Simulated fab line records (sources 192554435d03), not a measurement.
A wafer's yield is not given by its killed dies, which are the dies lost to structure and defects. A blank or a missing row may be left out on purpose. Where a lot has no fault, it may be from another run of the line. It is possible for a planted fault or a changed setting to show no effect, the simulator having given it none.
Matching of chambers | flow n5Finfet | aldSin-01 running N5_GATE_CUT_ALD_22: 4 sister chambers
The step deposits SiNx, target thk 16 nm, pulse time 1 s, ald cycles 320. 8 wafers are shown with their chamber, then 11 later ones without.

WAFERS PAIRED WITH THEIR CHAMBERS
wafer  | chamber | heaterPowerW (W) | precursorPulseHeightRel
L074.4 | 3       | 1014             | 0.970
L074.5 | 3       | 1036             | 0.980
L078.1 | 2       | 921              | 0.985
L078.2 | 0       | 859              | 1.007
L078.4 | 0       | 880              | 0.990
L078.5 | 1       | 827              | 0.963
L078.6 | 2       | 930              | 0.973
L080.2 | 1       | 819              | 0.958

WAFERS WHOSE CHAMBER IS MISSING
wafer  | heaterPowerW (W) | precursorPulseHeightRel
L080.3 | 915              | 1.009
L080.4 | 993              | 1.005
L082.1 | 871              | 0.981
L082.2 | 833              | 0.993
L082.3 | 995              | 1.021
L082.4 | 817              | 0.979
L082.5 | 994              | 1.011
L082.6 | 846              | 0.979
L083.2 | 1008             | 1.001
L083.4 | 996              | 1.003
L083.5 | 851              | 1.018

EACH ONE'S CHAMBER
wafer  | from the rows above     | in truth
L080.3 | can't be placed: 2 or 0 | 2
L080.4 | 3                       | 3
L082.1 | 0                       | 0
L082.2 | can't be placed: 0 or 1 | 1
L082.3 | can't be placed: 3 or 2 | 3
L082.4 | 1                       | 1
L082.5 | can't be placed: 3 or 2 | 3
L082.6 | can't be placed: 1 or 0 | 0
L083.2 | 3                       | 3
L083.4 | 3                       | 3
L083.5 | 0                       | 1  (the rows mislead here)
Correctly placed: 5 of 11. Cannot be placed on the basis of these rows: 5; the candidates contain the true chamber in 5. Wrongly placed: 1.
How it was worked out, from the rows above alone: a wafer's distance from a chamber is the root of the sum, over the readings, of the square of ((its reading less the chamber's mean) divided by the reading's scatter). The wafer belongs to the nearest chamber; if the next one is less than 2 further off, it can't be placed. The mean given for a chamber averages the wafers shown for that chamber. The scatter: the root of (the sum of the squares of (reading less its chamber's mean) over the shown wafers, divided by (wafers less chambers)).
